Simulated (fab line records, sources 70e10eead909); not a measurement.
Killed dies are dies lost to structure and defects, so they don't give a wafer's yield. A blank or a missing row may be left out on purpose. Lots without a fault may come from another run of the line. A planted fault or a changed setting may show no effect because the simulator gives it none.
fab line records | flow nand_harc
record lots=24 wafers=72 last_day=33
route steps=1302 shown A_BLC@1133 A_M0@1168 A_M1@1185 A_BONDPAD@1227
lots that met no fault: from a run of the same line without faults
start_h: hours from the record's first day to the start of the lot's first wafer shown | wait_h: hours since the lot's step before | " the same as in the row above | L1.1+2: a row that stands for several wafers | - no value, or no start given | * or withheld: withheld | < > ~ a bound
route shown NAME@n: a module of which the file shows steps, and the number in the route of the first | usual: mean/standard deviation of fault-free wafers | same: alike in all rows | chamber/n: place in a boat | sites: the reading at each site | _std_site: their standard deviation | _edge_site: outer sites' mean less inner sites' | radius_mm: how far each site lies from the wafer's centre | mask NAME#n: copy n | behind: the tool/chamber that last shaped the wafer | hold: why the lot was held/for how many hours/how that ended | device: the transistor (n, p or np) that didn't switch | end of line: the same wafers' tests at the end of the route | a step without rows: its recipe alone | killed: dies lost to structure and defects at the first sort, not the wafer's yield | map: a wafer's dies, x killed, . not, _ none there
set.NAME: the setting as run; set.NAME@STEP: as run at that earlier step | model.NAME: the simulator's own value behind a step, which no gauge read
steps of the route over a sample of lots; a table a step, a row a wafer
services: from which hour (start_h, from the record's first day; less than 0 if before it) a tool's chamber was out of use, for how many hours, and why
## steps
# step NHARC_A_BLC_CMP_25
# recipe t_overpolish_s=30 target_thk_nm=150
# usual edge_zone_pressure_frac=1.000/0.0058 motor_current_A=11.7/1.6 overpolish_run_s=30.000/0.0083 time_to_endpoint_s=30.8/2.3
# same t_overpolish_s=30
# columns lot.wafer tool chamber start_h wait_h edge_zone_pressure_frac motor_current_A overpolish_run_s time_to_endpoint_s
L074.1 cmp-02 3 517.60 0.4 1.000 13.8 29.997 31.3
L074.2 " 0 " " 1.005 10.9 29.979 32.2
L074.5 " 3 " " 1.001 13.9 30.007 29.7
L077.3 cmp-04 0 533.21 0.3 1.002 10.8 29.992 29.4
L077.2 " 2 " " 0.993 10.3 29.988 32.7
L077.5 " 1 " " 0.998 11.2 29.998 33.3
L076.3 cmp-04 1 536.54 0.3 0.996 11.0 29.996 32.5
L076.4 " 3 " " 0.998 13.4 30.002 28.6
L076.5 " 1 " " 0.995 11.4 29.992 33.5
L075.2 cmp-02 3 541.31 0.4 1.007 13.8 29.990 34.8
L075.4 " 0 " " 0.995 11.0 30.006 31.5
L075.5 " 2 " " 0.995 14.9 30.000 29.6
L078.1 cmp-04 0 556.30 0.4 1.001 10.9 30.005 32.6
L078.2 " 3 " " 0.996 13.0 29.994 32.9
L078.5 " 1 " " 0.995 11.0 30.002 31.8
L079.3 cmp-02 0 557.80 0.3 0.997 10.9 29.997 33.3
L079.1 " 1 " " 0.991 10.6 30.007 32.3
L079.4 " 2 " " 1.001 13.0 29.988 32.0
L081.2 cmp-03 0 577.54 0.4 0.998 14.7 30.003 26.9
L081.3 " 2 " " 0.996 12.1 30.008 30.4
L081.1 " 3 " " 1.001 10.7 29.985 29.8
L080.3 cmp-04 3 579.26 0.6 0.988 13.8 29.992 31.4
L080.5 " 1 " " 0.990 11.2 30.006 32.7
L080.6 " 2 " " 1.002 9.9 29.998 36.2
L083.4 cmp-02 3 594.89 0.3 0.994 13.4 30.002 32.9
L083.2 " 2 " " 1.000 13.9 30.009 28.1
L083.6 " 0 " " 1.006 11.1 30.004 30.9
L082.3 cmp-03 0 595.45 0.3 0.997 13.5 29.998 24.7
L082.4 " 1 " " 1.000 10.4 30.009 33.1
L082.5 " 3 " " 1.005 10.6 30.014 28.1
L084.4 cmp-04 3 618.53 0.3 1.006 14.2 30.005 29.2
L084.2 " 1 " " 1.008 11.0 30.012 30.5
L084.6 " 0 " " 1.014 10.6 29.996 29.6
L085.4 cmp-02 0 621.20 0.3 1.010 10.6 30.013 33.9
L085.6 " 0 " " 0.997 10.8 30.001 31.1
L085.5 " 1 " " 1.012 10.0 30.008 30.6
L086.3 cmp-04 1 644.90 0.3 0.993 10.7 30.025 28.3
L086.4 " 3 " " 1.000 13.1 30.008 26.2
L086.6 " 1 " " 1.008 11.5 29.998 29.5
L087.2 cmp-04 1 649.20 0.4 1.002 10.8 29.987 28.9
L087.5 " 0 " " 1.005 11.1 30.005 30.8
L087.6 " 1 " " 0.999 11.0 30.004 33.4
L089.1 cmp-02 3 669.90 0.5 0.998 13.1 30.002 31.9
L089.3 " 0 " " 1.001 10.9 29.991 31.2
L089.6 " 0 " " 1.001 11.4 29.998 35.9
L088.1 cmp-03 0 673.63 0.4 0.999 13.5 29.991 25.1
L088.4 " 1 " " 0.994 10.4 30.003 31.4
L088.5 " 3 " " 0.999 10.7 29.989 28.2
L091.3 cmp-02 0 677.10 0.2 1.001 10.9 30.014 30.7
L091.2 " 2 " " 1.000 14.0 30.007 28.8
L091.6 " 0 " " 0.998 10.7 29.998 33.4
L092.1 cmp-04 0 678.16 0.4 1.013 10.6 29.986 30.3
L092.3 " 1 " " 0.991 10.4 30.017 29.1
L092.6 " 0 " " 1.012 11.0 29.996 30.3
L090.3 cmp-02 2 681.69 0.3 0.993 13.9 29.997 32.6
L090.4 " 3 " " 0.989 13.7 29.998 36.7
L090.5 " 3 " " 0.996 14.3 30.014 33.6
L093.4 cmp-02 3 708.27 0.2 0.998 13.6 29.991 29.8
L093.3 " 2 " " 0.983 13.4 30.000 27.9
L093.5 " 3 " " 0.995 13.6 30.009 29.7
L094.2 cmp-04 3 713.65 0.4 1.002 13.3 30.002 29.1
L094.1 " 2 " " 1.000 9.4 29.997 33.2
L094.5 " 0 " " 0.995 10.8 29.996 30.1
L095.2 cmp-02 1 722.40 0.5 0.999 10.4 29.993 31.8
L095.3 " 2 " " 1.006 14.2 29.994 29.3
L095.5 " 2 " " 1.006 14.7 30.003 27.5
L097.4 cmp-02 3 753.00 0.2 1.006 14.1 29.991 34.1
L097.3 " 0 " " 1.004 11.1 30.015 34.6
L097.6 " 0 " " 0.999 10.4 30.012 31.5
L096.3 cmp-02 3 753.96 0.4 0.999 13.7 30.002 35.0
L096.6 " 0 " " 1.000 10.9 30.005 33.6
L096.5 " 1 " " 0.995 10.3 30.003 30.7
# step NHARC_A_M0_DEP_32
# recipe target_thk_a=300 temp_c=370 target_thk_nm=30 pressure_torr=3 flow_sccm=200 rf_w=450 material=SiCN
# usual heater_power_w=556/82
# columns lot.wafer tool chamber start_h wait_h heater_power_w
L074.1 pecvd-04 0 521.72 0.1 547
L074.2 " 2 " " 600
L074.5 " 0 " " 564
L077.2 pecvd-03 2 537.24 0.1 488
L077.3 " 1 " " 642
L077.5 " 0 " " 659
L076.3 pecvd-02 0 540.95 0.1 545
L076.4 " 1 " " 599
L076.5 " 0 " " 555
L075.2 pecvd-04 1 545.27 0.1 605
L075.5 " 0 " " 487
L075.4 " 1 " " 596
L078.2 pecvd-02 0 560.73 0.1 469
L078.1 " 2 " " 575
L078.5 " 1 " " 565
L079.1 pecvd-04 0 561.90 0.1 502
L079.3 " 2 " " 501
L079.4 " 0 " " 506
L081.3 pecvd-03 2 581.67 0.1 482
L081.1 " 0 " " 630
L081.2 " 1 " " 783
L080.3 pecvd-02 1 583.26 0.1 600
L080.5 " 0 " " 494
L080.6 " 1 " " 605
L083.2 pecvd-04 0 599.16 0.1 515
L083.6 " 0 " " 512
L083.4 " 2 " " 524
L082.3 pecvd-03 1 599.76 0.1 769
L082.5 " 2 " " 479
L082.4 " 1 " " 761
L084.2 pecvd-02 1 622.66 0.1 514
L084.4 " 1 " " 513
L084.6 " 2 " " 536
L085.5 pecvd-02 0 625.43 0.2 520
L085.4 " 1 " " 440
L085.6 " 2 " " 508
L086.3 pecvd-02 2 649.01 0.1 460
L086.4 " 1 " " 544
L086.6 " 0 " " 466
L087.2 pecvd-04 1 653.33 0.1 656
L087.6 " 0 " " 574
L087.5 " 1 " " 660
L089.3 pecvd-03 1 674.09 0.1 762
L089.1 " 2 " " 447
L089.6 " 0 " " 650
L088.1 pecvd-02 2 677.79 0.1 454
L088.4 " 0 " " 527
L088.5 " 2 " " 455
L091.3 pecvd-03 0 681.28 0.1 570
L091.2 " 1 " " 768
L091.6 " 1 " " 755
L092.3 pecvd-04 1 682.27 0.1 541
L092.1 " 0 " " 493
L092.6 " 0 " " 517
L090.3 pecvd-04 0 685.85 0.1 474
L090.4 " 2 " " 483
L090.5 " 0 " " 461
L093.3 pecvd-02 2 712.46 0.1 532
L093.4 " 1 " " 510
L093.5 " 2 " " 545
L094.2 pecvd-03 0 717.69 0.1 573
L094.1 " 1 " " 740
L094.5 " 0 " " 571
L095.2 pecvd-02 2 726.53 0.1 533
L095.3 " 1 " " 499
L095.5 " 2 " " 537
L097.3 pecvd-02 2 757.59 0.1 493
L097.6 " 2 " " 504
L097.4 " 0 " " 466
L096.3 pecvd-03 0 758.54 0.1 654
L096.6 " 0 " " 523
L096.5 " 1 " " 723
# step NHARC_A_M1_CD_MEAS_16
# usual cd_nm=120.0/0.95
# columns lot.wafer tool chamber start_h wait_h cd_nm
L074.1 cd_sem-02 - 523.45 - 121.1
L074.2 " - " " 118.3
L074.5 " - " " 119.2
L077.2 cd_sem-01 - 539.02 - 118.2
L077.3 " - " " 119.9
L077.5 " - " " 120.4
L076.3 cd_sem-02 - 542.65 - 121.0
L076.4 " - " " 120.8
L076.5 " - " " 121.3
L075.2 cd_sem-01 - 546.85 - 119.7
L075.4 " - " " 119.1
L075.5 " - " " 119.9
L078.1 cd_sem-03 - 562.47 - 120.0
L078.2 " - " " 121.2
L078.5 " - " " 120.6
L079.1 cd_sem-02 - 563.66 - 119.7
L079.3 " - " " 119.3
L079.4 " - " " 118.7
L081.1 cd_sem-03 - 583.41 - 120.7
L081.2 " - " " 121.6
L081.3 " - " " 119.2
L080.3 cd_sem-01 - 584.79 - 120.1
L080.5 " - " " 118.8
L080.6 " - " " 120.1
L083.2 cd_sem-02 - 600.89 - 119.5
L083.4 " - " " 119.7
L083.6 " - " " 118.8
L082.3 cd_sem-02 - 601.38 - 119.7
L082.4 " - " " 118.4
L082.5 " - " " 120.1
L084.2 cd_sem-03 - 624.41 - 120.7
L084.4 " - " " 121.2
L084.6 " - " " 119.9
L085.4 cd_sem-01 - 627.04 - 118.5
L085.5 " - " " 117.7
L085.6 " - " " 118.4
L086.3 cd_sem-01 - 650.57 - 118.8
L086.4 " - " " 122.3
L086.6 " - " " 118.2
L087.2 cd_sem-03 - 655.02 - 119.7
L087.5 " - " " 119.3
L087.6 " - " " 119.0
L089.1 cd_sem-03 - 675.66 - 121.5
L089.3 " - " " 120.1
L089.6 " - " " 119.9
L088.1 cd_sem-03 - 679.45 - 119.2
L088.4 " - " " 118.8
L088.5 " - " " 120.6
L091.2 cd_sem-01 - 682.99 - 121.1
L091.3 " - " " 119.6
L091.6 " - " " 120.5
L092.1 cd_sem-02 - 684.01 - 121.7
L092.3 " - " " 120.1
L092.6 " - " " 119.7
L090.3 cd_sem-03 - 687.47 - 120.0
L090.4 " - " " 119.5
L090.5 " - " " 121.1
L093.3 cd_sem-01 - 714.18 - 120.5
L093.4 " - " " 121.0
L093.5 " - " " 120.1
L094.1 cd_sem-02 - 719.35 - 119.8
L094.2 " - " " 119.1
L094.5 " - " " 119.1
L095.2 cd_sem-02 - 728.77 - 120.0
L095.3 " - " " 120.1
L095.5 " - " " 119.7
L097.3 cd_sem-02 - 759.30 - 120.8
L097.4 " - " " 121.0
L097.6 " - " " 119.3
L096.3 cd_sem-02 - 760.24 - 120.0
L096.5 " - " " 118.9
L096.6 " - " " 120.4
# step NHARC_A_M1_ETCH_28
# recipe target_depth_a=300 over_etch_frac=0.3 time_s=72.99 ion_energy_ev=150 cf4_flow_sccm=50 n2_flow_sccm=100 ar_flow_sccm=150 rf_w=300 bias_w=100 chemistry=CF4/N2
# usual bias_w=99.94/0.27 drypump_motor_current_A=5.7/0.5 n2_flow_sccm=99.99/0.29 oes_product_au=0.998/0.011 rf_vpp_V=314.0/1.8 showerhead_plenum_p_Torr=2.62/0.091 throttle_valve_pct=19.794/0.0087
# columns lot.wafer tool chamber start_h wait_h bias_w drypump_motor_current_A n2_flow_sccm oes_product_au rf_hours_counter_h rf_vpp_V showerhead_plenum_p_Torr throttle_valve_pct
L074.2 rie_diel-12 3 - - 100.07 6.2 99.82 1.012 3.6 312.6 2.51 19.800
L074.1 " 2 " " 99.84 6.2 99.78 0.995 4.4 312.2 2.59 19.795
L074.5 " 3 " " 100.36 6.2 100.01 1.004 - 312.7 2.51 19.799
L077.2 rie_diel-06 3 - - 100.21 5.2 99.58 0.978 1.4 314.5 2.65 19.796
L077.3 " 2 " " 99.69 5.8 100.14 0.997 1.3 313.8 2.63 19.781
L077.5 " 0 " " 99.69 5.5 99.98 0.994 - 315.7 2.70 19.788
L076.4 rie_diel-12 2 - - 99.70 6.2 100.38 0.990 5.4 314.9 2.59 19.783
L076.3 " 3 " " 100.03 6.3 100.74 0.996 4.7 312.3 2.51 19.799
L076.5 " 2 " " 99.39 6.2 100.01 0.994 - 314.1 2.59 19.803
L075.2 rie_diel-09 2 - - 99.97 5.8 99.90 0.985 1.8 317.0 2.77 19.800
L075.4 " 3 " " 99.81 6.1 99.97 0.990 1.9 312.4 2.54 19.806
L075.5 " 2 " " 100.28 5.8 100.09 0.981 - 315.1 2.77 19.790
L078.2 rie_diel-12 2 - - 100.31 6.2 99.94 0.987 7.0 314.0 2.59 19.790
L078.1 " 1 " " 99.74 4.9 99.78 0.990 7.3 315.1 2.65 19.774
L078.5 " 3 " " 99.81 6.2 99.38 0.996 - 313.0 2.51 19.810
L079.1 rie_diel-12 1 - - 99.92 4.9 100.13 0.987 7.4 315.0 2.65 19.792
L079.4 " 3 " " 100.19 6.3 100.18 1.004 6.4 312.7 2.51 19.784
L079.3 " 0 " " 99.83 5.7 99.68 1.014 6.7 317.0 2.71 19.793
L081.1 rie_diel-12 3 - - 100.08 6.3 100.25 1.008 8.1 312.4 2.51 19.786
L081.2 " 1 " " 100.18 4.8 100.32 0.993 9.1 313.5 2.65 19.796
L081.3 " 2 " " 100.02 6.2 100.31 1.000 8.8 312.3 2.59 19.789
L080.3 rie_diel-12 3 - - 100.22 6.2 100.04 1.005 8.2 311.2 2.51 19.792
L080.6 " 2 " " 100.05 6.2 100.20 1.000 - 314.8 2.59 19.787
L080.5 " 3 " " 100.10 6.3 99.44 0.997 - 310.9 2.51 19.803
L083.4 rie_diel-09 3 - - 99.85 6.1 100.23 1.007 3.7 311.8 2.54 19.797
L083.2 " 0 " " 99.80 6.6 99.77 1.003 6.5 312.5 2.48 19.798
L083.6 " 0 " " 100.47 6.6 99.91 0.997 - 312.1 2.48 19.796
L082.4 rie_diel-09 1 - - 99.96 4.9 100.08 1.006 6.2 316.5 2.73 19.801
L082.3 " 3 " " 99.67 6.0 100.35 0.990 3.8 312.7 2.54 19.788
L082.5 " 1 " " 100.05 4.9 100.00 1.006 - 316.0 2.73 19.785
L084.2 rie_diel-09 2 - - 100.03 5.9 99.99 0.988 7.1 315.9 2.77 19.787
L084.4 " 3 " " 100.16 6.1 100.31 1.016 5.8 312.9 2.54 19.793
L084.6 " 2 " " 99.85 5.8 99.69 0.994 - 315.6 2.77 19.798
L085.4 rie_diel-09 2 - - 99.98 5.9 99.54 0.992 7.3 317.2 2.77 19.796
L085.6 " 2 " " 99.88 5.9 99.52 0.982 - 315.7 2.77 19.803
L085.5 " 3 " " 99.83 6.1 100.37 0.995 - 313.1 2.54 19.799
L086.4 rie_diel-12 3 - - 100.20 6.2 100.21 1.010 1.1 312.0 2.51 19.797
L086.3 " 0 " " 99.71 5.7 99.92 0.996 1.0 315.4 2.71 19.810
L086.6 " 0 " " 99.91 5.7 99.91 0.989 - 315.1 2.71 19.796
L087.2 rie_diel-09 0 - - 100.04 6.6 99.98 0.999 9.6 311.4 2.47 19.795
L087.5 " 0 " " 99.38 6.6 100.44 0.992 - 311.8 2.47 19.790
L087.6 " 1 " " 100.02 5.0 100.38 1.005 - 314.8 2.73 19.810
L089.3 rie_diel-06 0 - - 99.86 5.6 100.27 1.009 0.1 316.1 2.70 19.808
L089.1 " 1 " " 99.83 5.5 99.96 0.990 0.1 313.0 2.52 19.796
L089.6 " 0 " " 99.49 5.6 100.18 1.014 - 315.9 2.70 19.801
L088.4 rie_diel-06 1 - - 100.13 5.5 100.05 0.992 0.2 311.7 2.52 19.787
L088.1 " 2 " " 99.69 5.8 100.12 0.991 0.2 315.6 2.63 19.786
L088.5 " 2 " " 100.26 5.8 99.95 0.998 - 314.6 2.63 19.802
L091.3 rie_diel-06 2 - - 99.61 5.8 99.69 0.989 0.4 314.7 2.63 19.795
L091.2 " 3 " " 100.19 5.2 100.10 0.977 0.4 316.1 2.64 19.786
L091.6 " 0 " " 99.83 5.5 100.23 1.003 - 315.7 2.70 19.792
L092.3 rie_diel-12 1 - - 99.91 4.9 99.83 1.020 3.5 315.3 2.65 19.781
L092.1 " 3 " " 100.28 6.2 99.52 1.008 3.1 310.9 2.51 19.802
L092.6 " 0 " " 99.85 5.7 99.82 1.003 - 315.1 2.71 19.767
L090.4 rie_diel-12 3 - - 100.16 6.2 100.04 1.006 3.2 312.6 2.51 19.794
L090.3 " 0 " " 99.94 5.7 99.86 1.017 3.9 316.1 2.71 19.806
L090.5 " 2 " " 99.99 6.2 99.96 1.008 - 312.7 2.59 19.797
L093.3 rie_diel-06 3 - - 100.00 5.2 100.43 0.988 1.4 315.9 2.64 19.788
L093.4 " 0 " " 100.36 5.5 100.63 0.999 1.3 315.3 2.69 19.787
L093.5 " 0 " " 100.38 5.6 100.48 1.001 - 315.7 2.69 19.777
L094.2 rie_diel-09 0 - - 99.80 6.6 99.87 1.004 2.6 310.3 2.47 19.781
L094.1 " 1 " " 100.60 4.9 100.13 1.012 2.4 315.2 2.72 19.788
L094.5 " 0 " " 99.75 6.6 99.71 1.006 - 311.0 2.47 19.795
L095.3 rie_diel-06 2 - - 99.59 5.8 99.80 0.982 2.0 315.1 2.63 19.773
L095.2 " 3 " " 100.40 5.2 100.09 0.991 1.6 313.4 2.64 19.787
L095.5 " 2 " " 99.44 5.8 100.01 0.990 - 314.0 2.63 19.794
L097.3 rie_diel-09 2 - - 100.14 5.8 99.66 1.001 5.9 317.8 2.76 19.795
L097.4 " 3 " " 99.69 6.1 100.48 0.997 6.2 313.6 2.53 19.790
L097.6 " 1 " " 99.93 4.9 99.71 1.007 - 315.5 2.72 19.793
L096.3 rie_diel-06 3 - - 100.00 5.2 100.20 0.978 2.8 313.7 2.64 19.794
L096.6 " 1 " " 99.61 5.5 99.84 0.994 - 312.8 2.52 19.785
L096.5 " 2 " " 100.14 5.8 99.65 0.988 - 313.2 2.63 19.796
# step NHARC_A_M1_PRE_CLEAN_30
# recipe time_s=30 temp_c=280 gas=H2/He
# usual heater_power_w=396/52
# columns lot.wafer tool chamber start_h wait_h heater_power_w
L074.1 pvd_sputter-02 - - - 375
L074.2 " - " " 380
L074.5 " - " " 390
L077.3 pvd_sputter-02 - - - 326
L077.2 " - " " 384
L077.5 " - " " 335
L076.4 pvd_sputter-01 - - - 331
L076.3 " - " " 482
L076.5 " - " " 403
L075.2 pvd_sputter-03 - - - 447
L075.4 " - " " 360
L075.5 " - " " 487
L078.1 pvd_sputter-03 - - - 462
L078.2 " - " " 474
L078.5 " - " " 466
L079.3 pvd_sputter-01 - - - 464
L079.1 " - " " 344
L079.4 " - " " 337
L081.1 pvd_sputter-02 - - - 391
L081.3 " - " " 378
L081.2 " - " " 333
L080.3 pvd_sputter-03 - - - 357
L080.6 " - " " 374
L080.5 " - " " 471
L083.4 pvd_sputter-03 - - - 369
L083.2 " - " " 478
L083.6 " - " " 361
L082.3 pvd_sputter-01 - - - 478
L082.4 " - " " 367
L082.5 " - " " 350
L084.2 pvd_sputter-03 - - - 346
L084.4 " - " " 454
L084.6 " - " " 369
L085.4 pvd_sputter-01 - - - 344
L085.5 " - " " 351
L085.6 " - " " 406
L086.4 pvd_sputter-02 - - - 378
L086.3 " - " " 401
L086.6 " - " " 382
L087.2 pvd_sputter-03 - - - 351
L087.5 " - " " 367
L087.6 " - " " 451
L089.1 pvd_sputter-03 - - - 365
L089.3 " - " " 456
L089.6 " - " " 361
L088.1 pvd_sputter-02 - - - 319
L088.4 " - " " 378
L088.5 " - " " 394
L091.3 pvd_sputter-01 - - - 364
L091.2 " - " " 409
L091.6 " - " " 489
L092.1 pvd_sputter-02 - - - 379
L092.3 " - " " 395
L092.6 " - " " 376
L090.4 pvd_sputter-01 - - - 489
L090.3 " - " " 333
L090.5 " - " " 412
L093.3 pvd_sputter-02 - - - 380
L093.4 " - " " 398
L093.5 " - " " 374
L094.1 pvd_sputter-01 - - - 333
L094.2 " - " " 349
L094.5 " - " " 404
L095.2 pvd_sputter-01 - - - 418
L095.3 " - " " 483
L095.5 " - " " 415
L097.4 pvd_sputter-01 - - - 405
L097.3 " - " " 362
L097.6 " - " " 415
L096.3 pvd_sputter-01 - - - 351
L096.5 " - " " 333
L096.6 " - " " 412
# step NHARC_A_BONDPAD_PVD_17
# recipe target_thk_a=50 bias_v=168.6 power_w=15000 chamber_pressure_pa=0.12 time_s=8.06 substrate_temp_c=50 material=TaN
# usual throttle_valve_pct=30.4/0.77
# columns lot.wafer tool chamber start_h wait_h throttle_valve_pct
L074.2 pvd_sputter-01 - - - 29.7
L074.1 " - " " 31.0
L074.5 " - " " 29.8
L077.3 pvd_sputter-03 - - - 30.2
L077.2 " - " " 30.4
L077.5 " - " " 29.1
L076.3 pvd_sputter-02 - - - 30.3
L076.4 " - " " 30.5
L076.5 " - " " 30.0
L075.2 pvd_sputter-01 - - - 29.7
L075.4 " - " " 31.2
L075.5 " - " " 30.7
L078.1 pvd_sputter-01 - - - 31.0
L078.2 " - " " 30.9
L078.5 " - " " 31.4
L079.1 pvd_sputter-02 - - - 30.4
L079.4 " - " " 30.1
L079.3 " - " " 30.2
L081.3 pvd_sputter-03 - - - 31.6
L081.1 " - " " 29.7
L081.2 " - " " 30.4
L080.3 pvd_sputter-03 - - - 29.8
L080.5 " - " " 31.5
L080.6 " - " " 29.5
L083.2 pvd_sputter-02 - - - 30.1
L083.4 " - " " 30.3
L083.6 " - " " 30.5
L082.4 pvd_sputter-03 - - - 29.4
L082.3 " - " " 30.7
L082.5 " - " " 31.8
L084.4 pvd_sputter-03 - - - 31.8
L084.2 " - " " 29.3
L084.6 " - " " 29.8
L085.4 pvd_sputter-01 - - - 31.2
L085.6 " - " " 30.3
L085.5 " - " " 31.3
L086.3 pvd_sputter-02 - - - 30.0
L086.4 " - " " 30.2
L086.6 " - " " 30.6
L087.2 pvd_sputter-02 - - - 30.2
L087.6 " - " " 30.9
L087.5 " - " " 30.6
L089.3 pvd_sputter-02 - - - 30.5
L089.1 " - " " 30.0
L089.6 " - " " 30.3
L088.1 pvd_sputter-01 - - - 31.1
L088.4 " - " " 29.7
L088.5 " - " " 29.2
L091.3 pvd_sputter-03 - - - 29.9
L091.2 " - " " 31.6
L091.6 " - " " 29.8
L092.3 pvd_sputter-01 - - - 29.9
L092.1 " - " " 31.4
L092.6 " - " " 29.1
L090.4 pvd_sputter-01 - - - 31.4
L090.3 " - " " 30.2
L090.5 " - " " 29.1
L093.4 pvd_sputter-03 - - - 29.7
L093.3 " - " " 31.9
L093.5 " - " " 30.1
L094.2 pvd_sputter-03 - - - 29.7
L094.1 " - " " 29.5
L094.5 " - " " 30.0
L095.3 pvd_sputter-03 - - - 31.8
L095.2 " - " " 30.0
L095.5 " - " " 32.0
L097.3 pvd_sputter-01 - - - 30.9
L097.4 " - " " 29.3
L097.6 " - " " 30.0
L096.3 pvd_sputter-01 - - - 31.5
L096.5 " - " " 29.2
L096.6 " - " " 30.9
## services
# columns tool chamber start_h hours kind
cmp-04 - 503.26 4.0 pm
pvd_sputter-03 - 526.00 10.0 pm
cmp-02 - 528.09 4.0 pm
cmp-02 - 550.62 2.5 repair
pecvd-02 - 589.47 13.0 pm
pvd_sputter-01 - 590.51 10.0 pm
cmp-02 - 593.44 0.8 repair
rie_diel-12 1 598.71 8.4 repair
pecvd-02 - 611.45 1.0 repair
cmp-02 - 624.68 2.9 repair
cmp-02 - 627.60 4.0 pm
pvd_sputter-02 - 638.00 10.0 pm
pecvd-02 0 662.84 4.3 repair
cmp-02 - 666.15 0.5 repair
pecvd-02 - 684.55 1.9 repair
pvd_sputter-02 - 686.22 13.7 repair
pecvd-02 - 690.25 1.0 repair
cmp-02 - 695.51 0.7 repair
pvd_sputter-03 - 704.00 10.0 pm
cmp-02 - 725.60 4.0 pm
pvd_sputter-02 - 727.93 2.2 repair
pvd_sputter-03 - 745.69 1.0 repair
cmp-02 - 750.72 0.2 repair
pvd_sputter-02 - 758.02 1.9 repair
## key
fault none
